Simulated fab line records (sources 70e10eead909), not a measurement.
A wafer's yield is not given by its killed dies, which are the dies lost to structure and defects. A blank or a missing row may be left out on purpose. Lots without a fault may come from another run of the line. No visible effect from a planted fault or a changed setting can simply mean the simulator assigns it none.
Matching of chambers | flow nand-harc | NHARC_A_BONDPAD_STRIP_15 on rie-diel-06 has 4 sister chambers
The step strips in O2. 8 wafers are shown with their chamber, then 8 later ones without.

== WAFERS, EACH WITH ITS CHAMBER ==
wafer  | chamber | drypump-motor-current-A (A) | rf-vpp-V (V)
L602.5 | 1       | 5.3                         | 58.2
L606.1 | 0       | 5.6                         | 57.7
L606.2 | 3       | 6.6                         | 58.6
L606.3 | 2       | 5.7                         | 58.1
L612.1 | 3       | 6.6                         | 58.4
L612.2 | 0       | 5.6                         | 58.6
L612.4 | 2       | 5.7                         | 56.9
L614.2 | 1       | 5.4                         | 56.2

== WAFERS MISSING THEIR CHAMBER ==
wafer  | drypump-motor-current-A (A) | rf-vpp-V (V)
L614.3 | 5.7                         | 57.2
L614.4 | 5.6                         | 57.8
L616.1 | 6.6                         | 57.9
L616.5 | 5.6                         | 57.0
L616.6 | 5.3                         | 58.1
L615.3 | 5.6                         | 57.0
L615.5 | 6.6                         | 56.6
L615.6 | 5.6                         | 57.8

== THE CHAMBER EACH PASSED THROUGH ==
wafer  | from the rows above     | in truth
L614.3 | 2                       | 2
L614.4 | 0                       | 0
L616.1 | 3                       | 3
L616.5 | can't be placed: 0 or 2 | 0
L616.6 | 1                       | 1
L615.3 | can't be placed: 0 or 2 | 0
L615.5 | 3                       | 3
L615.6 | 0                       | 0
Correctly placed: 6 of 8. Cannot be placed on the basis of these rows: 2; the candidates contain the true chamber in 2. Placed wrongly: 0.
How it was worked out, from the rows above alone: a wafer's distance from a chamber is the root of the sum, over the readings, of the square of ((its reading less the chamber's mean) divided by the reading's scatter). If the next closest chamber is less than 2 further off than the closest, the wafer can't be placed; otherwise it belongs to the closest. A chamber's mean is the mean of its shown wafers. How the scatter is found: for the shown wafers, subtract from each reading the mean of its chamber, square and add these, divide the total by (wafers less chambers), then take the root.
